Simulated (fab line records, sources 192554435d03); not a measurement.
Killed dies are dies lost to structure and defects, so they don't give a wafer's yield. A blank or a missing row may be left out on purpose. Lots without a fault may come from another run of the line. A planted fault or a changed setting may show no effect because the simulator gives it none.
fab line records | flow n5_finfet
record lots=3 wafers=9 last_day=17
route steps=1938 shown MOL_CONTACT_COAG@620 BEOL_M0_SAQP@632 BEOL_M0_CUTY@710 BEOL_M4@1111 PASSIVATION@1936
lots that met no fault: from a run of the same line without faults
start_h: hours from the record's first day to the start of the lot's first wafer shown | wait_h: hours since the lot's step before | " the same as in the row above | L1.1+2: a row that stands for several wafers | - no value, or no start given | * or withheld: withheld | < > ~ a bound
route shown NAME@n: a module of which the file shows steps, and the number in the route of the first | usual: mean/standard deviation of fault-free wafers | same: alike in all rows | chamber/n: place in a boat | sites: the reading at each site | _std_site: their standard deviation | _edge_site: outer sites' mean less inner sites' | radius_mm: how far each site lies from the wafer's centre | mask NAME#n: copy n | behind: the tool/chamber that last shaped the wafer | hold: why the lot was held/for how many hours/how that ended | device: the transistor (n, p or np) that didn't switch | end of line: the same wafers' tests at the end of the route | a step without rows: its recipe alone | killed: dies lost to structure and defects at the first sort, not the wafer's yield | map: a wafer's dies, x killed, . not, _ none there
set.NAME: the setting as run; set.NAME@STEP: as run at that earlier step | model.NAME: the simulator's own value behind a step, which no gauge read
lots at some steps of the route; a table a step, a row a wafer
services: from which hour (start_h, from the record's first day; less than 0 if before it) a tool's chamber was out of use, for how many hours, and why
## steps
# step N5_MOL_CONTACT_COAG_PRECLEAN_138
# recipe chemistry=alkaline_clean temp_c=60 time_s=60 do_ppb=50
# step N5_MOL_CONTACT_COAG_SRD_139
# recipe dry=ipa_marangoni time_s=30 temp_c=23 rinse_liquid=diw
# step N5_MOL_CONTACT_COAG_PRE_CLEAN_121
# recipe gas=H2/He time_s=* temp_c=withheld
# step N5_MOL_CONTACT_COAG_CVD_140
# recipe material=W target_thk_a=665 mode=selective_fill temp_c=300 time_s=215
# step N5_MOL_CONTACT_COAG_PRECLEAN_127
# recipe chemistry=DIW time_s=57.5 temp_c=23
# step N5_MOL_CONTACT_COAG_SRD_128
# recipe dry_time_s=32 dry=n2_spin spin_rpm=1500
# step N5_MOL_CONTACT_COAG_CMP_52
# recipe stop_on=SiO2 t_overpolish_s=1.5 post_cmp_clean=w_dilute_nh4oh down_force_psi=4 platen_rpm=50.289 pad_velocity_m_s=1.0006 target_thk_nm=66.5
# step N5_MOL_CONTACT_COAG_ANNEAL_112
# recipe temp_c=400 time_s=1800 ambient=HPD2 pressure_atm=10
# step N5_BEOL_M0_SAQP_PECVD_00
# recipe material=SiCN target_thk_a=80 temp_c=withheld precursor=3MS/NH3 pressure_torr=3 rf_w=202 time_s=14
# usual showerhead_plenum_p_Torr=3.670/0.0081 throttle_valve_pct=9.1/0.76
# columns lot.wafer tool chamber start_h wait_h showerhead_plenum_p_Torr throttle_valve_pct
L520.1 pecvd-02 2 117.84 0.2 3.675 9.2
L520.2 " 0 " " 3.670 8.6
L520.5 " 2 " " 3.671 9.2
L531.1 pecvd-02 1 184.53 0.2 3.673 10.5
L531.3 " 2 " " 3.678 9.3
L531.6 " 0 " " 3.668 8.6
L539.1 pecvd-01 2 230.11 0.2 3.655 8.2
L539.3 " 0 " " 3.665 8.2
L539.5 " 0 " " 3.670 8.4
# step N5_BEOL_M0_SAQP_ILD_DEP_01
# recipe material=SiOC target_thk_a=454.19 temp_c=350 precursor=DEMS/O2 pressure_torr=5 rf_w=500 time_s=8.7
# step N5_BEOL_M0_SAQP_HM_DEP_02
# recipe material=TiN target_thk_a=120 temp_c=25 chamber_pressure_pa=0.49996
# step N5_BEOL_M0_SAQP_PECVD_03
# recipe material=SiCN target_thk_a=120 temp_c=withheld precursor=3MS/NH3 pressure_torr=3 rf_w=202 time_s=21.1
# step N5_BEOL_M0_SAQP_PECVD_96
# recipe material=a-Si target_thk_a=450 temp_c=350 precursor=SiH4/He pressure_torr=3 rf_w=100 time_s=45.2
# step N5_BEOL_M0_SAQP_PECVD_97
# recipe material=SiNx target_thk_a=230 temp_c=350 precursor=SiH4/NH3/N2 pressure_torr=1.5 rf_w=300 time_s=19.9
# step N5_BEOL_M0_SAQP_PECVD_04
# recipe material=a-Si target_thk_a=600 temp_c=350 precursor=SiH4/He pressure_torr=3 rf_w=100 time_s=60.2
# step N5_BEOL_M0_SAQP_HM_DEP_111
# recipe material=SiO2 target_thk_a=120 temp_c=400 precursor=SiH4/N2O pressure_torr=0.75 rf_w=275 time_s=7.2
# step N5_BEOL_M0_SAQP_COAT_81
# recipe resist=SOC temp_c=250 time_s=60 spin_rpm=1500 resist_thk_nm=100
# step N5_BEOL_M0_SAQP_COAT_82
# recipe resist=SiARC temp_c=220 time_s=60 spin_rpm=1500 resist_thk_nm=30
# step N5_BEOL_M0_SAQP_COAT_08
# recipe resist=CAR-ArF spin_rpm=1500 resist_thk_nm=90
# step N5_BEOL_M0_SAQP_EBR_10
# recipe solvent=PGMEA ebr_width_mm=1.5
# step N5_BEOL_M0_SAQP_SOFTBAKE_09
# recipe temp_c=110 time_s=60 resist=CAR-ArF
# step N5_BEOL_M0_SAQP_EXPOSE_11
# recipe mask_id=M0_CORE na=1.35 source_shape=dipole sigma_inner=0.538 sigma_outer=0.738 polarization=te target_cd_nm=42 dose_mj=55
# step N5_BEOL_M0_SAQP_PEB_12
# recipe peb_temp_c=withheld peb_time_s=60 resist=CAR-ArF
# step N5_BEOL_M0_SAQP_DEVELOP_13
# recipe develop_time_s=30 developer=TMAH resist=CAR-ArF dev_temp_c=23 rinse_liquid=diw dry=air_spin
# step N5_BEOL_M0_SAQP_DESCUM_19
# recipe chemistry=O2 time_s=7.9 source_power_w=50 bias_power_w=20 pressure_mtorr=20 rf_frequency_hz=2.712e+07 temp_c=40 resist=CAR-ArF o2_flow_sccm=225
# step N5_BEOL_M0_SAQP_ETCH_83
# recipe chemistry=CF4 target=SiARC target_depth_a=390 mask_material=CAR-ArF time_s=65 ion_energy_ev=80 pressure_mtorr=40 source_w=545 bias_w=36 Ar_flow_sccm=100 cf4_flow_sccm=100 ends=cleared
# step N5_BEOL_M0_SAQP_ETCH_84
# recipe chemistry=N2/H2 target=SOC target_depth_a=1000 overetch_a=200 mask_material=SiARC temp_c=40 time_s=150 ion_energy_ev=200 pressure_mtorr=30 source_w=840 bias_w=150 n2_flow_sccm=200 h2_flow_sccm=200
# step N5_BEOL_M0_SAQP_STRIP_80
# recipe chemistry=N2/H2 temp_c=40 n2_flow_sccm=200 h2_flow_sccm=200 rf_frequency_hz=6e+07
# step N5_BEOL_M0_SAQP_HM_OPEN_112
# recipe chemistry=CHF3/O2 target=SiO2 stop_on=a-Si target_depth_a=120 over_etch_frac=1.25 mask_material=SOC time_s=13.5 pressure_mtorr=30 source_w=650 bias_w=170 Ar_flow_sccm=200 CHF3_flow_sccm=50 O2_flow_sccm=5 ion_energy_ev=200 ends=end_point
# step N5_BEOL_M0_SAQP_STRIP_113
# recipe chemistry=CHF3/O2 resist=SiARC rf_frequency_hz=6e+07
# step N5_BEOL_M0_SAQP_MANDREL_ETCH_20
# recipe target_depth_a=600 chemistry=HBr/Cl2 target=a-Si stop_on=SiNx bt_time_s=10 mask_material=SOC over_etch_frac=0.5 time_s=30 pressure_mtorr=10 icp_w=800 bias_w=75 HBr_flow_sccm=150 Cl2_flow_sccm=80 ends=end_point
# step N5_BEOL_M0_SAQP_STRIP_86
# recipe chemistry=N2/H2 power_w=500 temp_c=40 pressure_mtorr=50 rf_frequency_hz=6e+07 overash_fraction=0.3 bias_power_w=28 h2_frac=0.5 n2_flow_sccm=300 h2_flow_sccm=300
# step N5_BEOL_M0_SAQP_STRIP_115
# recipe chemistry=post_etch_residue_remover time_s=60 temp_c=25 remover_ph=withheld remover_water_wt_pct=withheld remover_fluoride_wt_pct=withheld
# step N5_BEOL_M0_SAQP_SRD_93
# recipe dry=ipa_marangoni time_s=30 temp_c=23 rinse_liquid=diw
# step N5_BEOL_M0_SAQP_INSPECT_42
# recipe mode=adi inspect_instrument=brightfield
# usual raw_defect_count=310/110
# columns lot.wafer tool chamber start_h wait_h raw_defect_count
L520.1 defect_inspect-01 - 124.39 0.1 365
L520.2 " - " " 254
L520.5 " - " " 271
L531.1 defect_inspect-01 - 196.12 0.1 242
L531.3 " - " " 278
L531.6 " - " " 681
L539.1 defect_inspect-01 - 238.97 0.1 447
L539.3 " - " " 435
L539.5 " - " " 397
# step N5_BEOL_M0_CUTY_INSPECT_59
# recipe mode=adi inspect_instrument=macro
# usual raw_defect_count=2.1/1.5
# columns lot.wafer tool chamber start_h wait_h raw_defect_count
L520.1 defect_inspect-01 - 125.91 0.0 4
L520.2 " - " " 4
L520.5 " - " " 2
L531.1 defect_inspect-02 - 197.78 0.0 8
L531.3 " - " " 2
L531.6 " - " " >300
L539.1 defect_inspect-01 - 240.30 0.0 2
L539.3 " - " " 3
L539.5 " - " " 1
# step N5_BEOL_M4_RC_MEAS_101
# usual DIBL_N=36.2/1.5 DIBL_P=36.2/1.7 IOFF_N=0.155/0.021 IOFF_P=0.216/0.026 ION_N=674/11 ION_P=464/6.8 SS_N=71.5/0.56 SS_P=73.3/0.6 VT_N=250.2/2.6 VT_P=-249.3/2.5
# columns lot.wafer tool chamber start_h wait_h DIBL_N[mV/V] DIBL_P[mV/V] IOFF_N[nA/um] IOFF_P[nA/um] ION_N[uA/um] ION_P[uA/um] SS_N[mV/dec] SS_P[mV/dec] VT_N[mV] VT_P[mV]
L520.1 prober-01 0 178.33 0.0 36.2 36.7 0.176 0.236 684 461 72.4 73.6 247.2 -246.5
L520.2 " 0 " " 34.7 34.3 0.140 0.201 678 463 71.4 74.0 251.6 -250.2
L520.5 " 0 " " 35.4 35.3 0.153 0.210 677 464 71.8 73.5 249.3 -249.5
L531.1 prober-02 0 246.92 0.0 38.3 38.3 0.199 0.263 676 464 72.0 74.4 245.1 -246.8
L531.3 " 0 " " 37.6 36.5 0.173 0.221 667 460 71.3 73.6 247.8 -247.5
L531.6 " 0 " " 37.2 36.3 0.175 0.221 684 462 72.6 73.6 247.9 -245.2
L539.1 prober-01 0 303.57 0.0 35.8 34.7 0.136 0.208 680 473 71.1 72.9 252.3 -250.1
L539.3 " 0 " " 36.6 35.5 0.141 0.213 673 469 70.9 73.7 251.9 -248.8
L539.5 " 0 " " 37.1 36.0 0.152 0.217 666 467 72.1 73.9 251.5 -248.7
# step N5_PASSIVATION_PROBE_49
# usual defect_limited_yield=91.3/1.3 killed_at_M0_to_M3=32/11 killed_at_M4_up=15/5.6 killed_at_contacts=12/6 killed_at_front_end=40/11 killed_at_other=3.5/2.6 killed_dies=102/15 killed_open=67/12 killed_short=34/7.3 sort_bin_5_function=5.1/0.85 sort_bin_6_memory=3.2/0.61 sort_n_pass=1078/15 sort_yield_pct=91.3/1.3
# same gross_dies=1180 killed_at_back_side=0 sort_bin_4_leakage[%]=0 sort_bin_8_speed[%]=0
# columns lot.wafer tool chamber start_h wait_h defect_limited_yield[%] killed_at_M0_to_M3 killed_at_M4_up killed_at_contacts killed_at_front_end killed_at_other killed_dies killed_open killed_short sort_bin_5_function[%] sort_bin_6_memory[%] sort_n_pass sort_yield_pct[%]
L531.6 prober-01 - 346.83 0.3 81.5 130 12 22 49 5 218 89 24 11.6 5.0 962 81.5
# killed by level:class
L531.6 BEOL_M0_SAQP:unspecified=105 MOL_CONTACT_COAG:geometric_particle:open=19 FIN_SAQP:geometric_particle:open=13 STI_FIN_REVEAL:geometric_particle:open=9 ILD0:geometric_particle:open=9 FIN_SAQP:geometric_particle:short=7 BEOL_M3:geometric_particle:open=7 BEOL_M4:geometric_particle:open=6
# map L531.6 (x killed, . not)
_________________.x..........________________
______________.........x........_____________
___________.....x......x....x......__________
__________.................x..x....._________
________...x.x....x...xx.x.x..xx..x..._______
_______x........x..............xx......______
______..x...x......x...................._____
_____........xxx.......x.x.......x.......____
____.....x......................x.........___
___...x.....x................x......x......__
___x.......x...x.......x...............x...__
__.............xxxxx.xx........xx.....x....._
__....x....xx.x..x....x...........x.....x..._
_........xxxxxxxxxxxx........................
_.......xx..xxxxxxx...........x..............
_.x...x.xxxxxxxxxxxxx.x..xx...............x..
_.x..x..xxxxxxxxxxxxx..x..............x..x...
_.....x.xxxxxxxxxxxxxx.x......x.....x........
_...x....xxxxxxxxxxx.........................
_........xxxxxxxxxxxx.........x..............
_.xx.....x.xxxxxxxx.x.x............x.........
__..x......xxx.x...x.................x......_
__............x...xx.............x.........._
___........x.x.........x...x.........x.....__
___...x.x...........................x......__
____.....................................x___
_____..............x............x.....x..____
______...................x............x._____
_______..xx.xx.........x.....x.........______
________......x........xx............._______
__________..........x.........x..xx._________
___________........................__________
______________.x....x.......x..._____________
_________________.....x..x...________________
# map L520.5 (x killed, . not)
_________________............________________
______________.............x...x_____________
___________.................x......__________
__________x..x..x........x.........._________
________....................x........._______
_______x.x.............................______
______...xx............x....x.........x._____
_____.....x..........x.x.............x...____
____..x.x.x........x..x....xx.............___
___..x.x..........................x........__
___..x.x...........x.....x..x.......x.....x__
__.x........x..x...x........................_
__...............xx.............x..........x_
_.........x.x..x..x....x....xx..x...x.....x.x
_.......x...x............x............x......
_.x.x..................................x.....
_..x...x.................x.x..x.xx.x.........
_....x.....x...x.......x.....................
_.xx..........x.x.....x.x...x................
_.......xx.......................x...x.......
_....................x.........x.....x....x..
__.......x......x.....x..........x.........._
__.......x.x............x............x......_
___.............x...x.x................x...__
___.......x...............x....x...........__
____.....x................................___
_____x........xx.....x.....x......x......____
______....xx..................x........._____
_______.x........x.........x...........______
________.x............................_______
__________.........................._________
___________........................__________
______________.................._____________
_________________......x....x________________
## services
# columns tool chamber start_h hours kind
pecvd-02 - 102.44 2.0 repair
pecvd-01 1 133.41 2.1 scheduled_down
pecvd-02 1 141.12 5.5 scheduled_down
pecvd-01 2 174.39 2.1 scheduled_down
pecvd-01 2 179.53 17.8 repair
pecvd-02 1 180.61 3.7 repair
pecvd-02 2 202.38 - clean
pecvd-02 2 202.38 - consumable_replace:showerhead
pecvd-02 2 202.38 29.0 scheduled_down
pecvd-02 2 202.38 29.0 vent_cycle
pecvd-01 - 203.10 0.7 repair
## key
first_sign step=N5_BEOL_M0_SAQP_INSPECT_42 reading=raw_defect_count direction=up sigmas=3.5 usual=310 struck=681
effect step=N5_BEOL_M0_CUTY_INSPECT_59 reading=raw_defect_count direction=up sigmas=99+ usual=2.1 struck=>300
effect step=N5_PASSIVATION_PROBE_49 reading=killed_at_M0_to_M3 direction=up sigmas=9 usual=32 struck=130
more_kills_born_at N5_BEOL_M0_SAQP_PECVD_00@pecvd-02=105
met_at N5_BEOL_M0_SAQP_PECVD_00
struck_wafers L531.6
onset_between 117.84 184.53
fault kind=chamber_particle_source tool=pecvd-02 chamber=0 onset_h=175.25 steps=N5_BEOL_M0_SAQP_PECVD_00 rate_per_visit_cm2=0.67329 end_h=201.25
